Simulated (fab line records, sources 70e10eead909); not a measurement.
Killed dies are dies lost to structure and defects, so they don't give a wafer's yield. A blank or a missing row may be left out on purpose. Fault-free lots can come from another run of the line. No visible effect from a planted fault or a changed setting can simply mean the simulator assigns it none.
Matching of chambers	flow nand harc	4 sister chambers for NHARC_A_BLC_ETCH_18 on rie diel-02
The step etches the open film in C4F8/O2/Ar, target depth 910 nm. 8 wafers are shown with their chamber, then 7 later ones without.

EACH WAFER AND ITS CHAMBER
wafer	chamber	rf vpp V (V)	oes product au (a.u.)
L723.5	0	984	0.939
L721.5	3	984	0.937
L722.1	0	983	0.958
L728.2	1	968	0.909
L728.3	2	970	0.936
L728.4	3	985	0.888
L731.2	2	971	0.953
L731.3	1	968	0.954

WAFERS WITHOUT THEIR CHAMBER
wafer	rf vpp V (V)	oes product au (a.u.)
L731.5	984	0.955
L740.3	969	0.955
L740.4	982	0.955
L740.5	984	0.950
L741.1	968	0.953
L741.4	983	0.960
L741.5	983	0.951

CHAMBER TAKEN BY EACH
wafer	from the rows above	in truth
L731.5	can't be placed: 0 or 3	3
L740.3	can't be placed: 1 or 2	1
L740.4	can't be placed: 0 or 3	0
L740.5	can't be placed: 0 or 3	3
L741.1	1	1
L741.4	0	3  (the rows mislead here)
L741.5	0	0
Correct placement for 2 of the 7. These rows do not allow placing 4 (true chamber among the candidates in 4). Wrongly placed: 1.
How it was worked out, from the rows above alone: a wafer's distance from a chamber is the root of the sum, over the readings, of the square of ((its reading less the chamber's mean) divided by the reading's scatter). If the next closest chamber is less than 2 further off than the closest, the wafer can't be placed; otherwise it belongs to the closest. The mean given for a chamber averages the wafers shown for that chamber. The scatter: take each reading less its chamber's mean, square it, sum over the shown wafers, divide by the number of wafers less the number of chambers, and take the root.
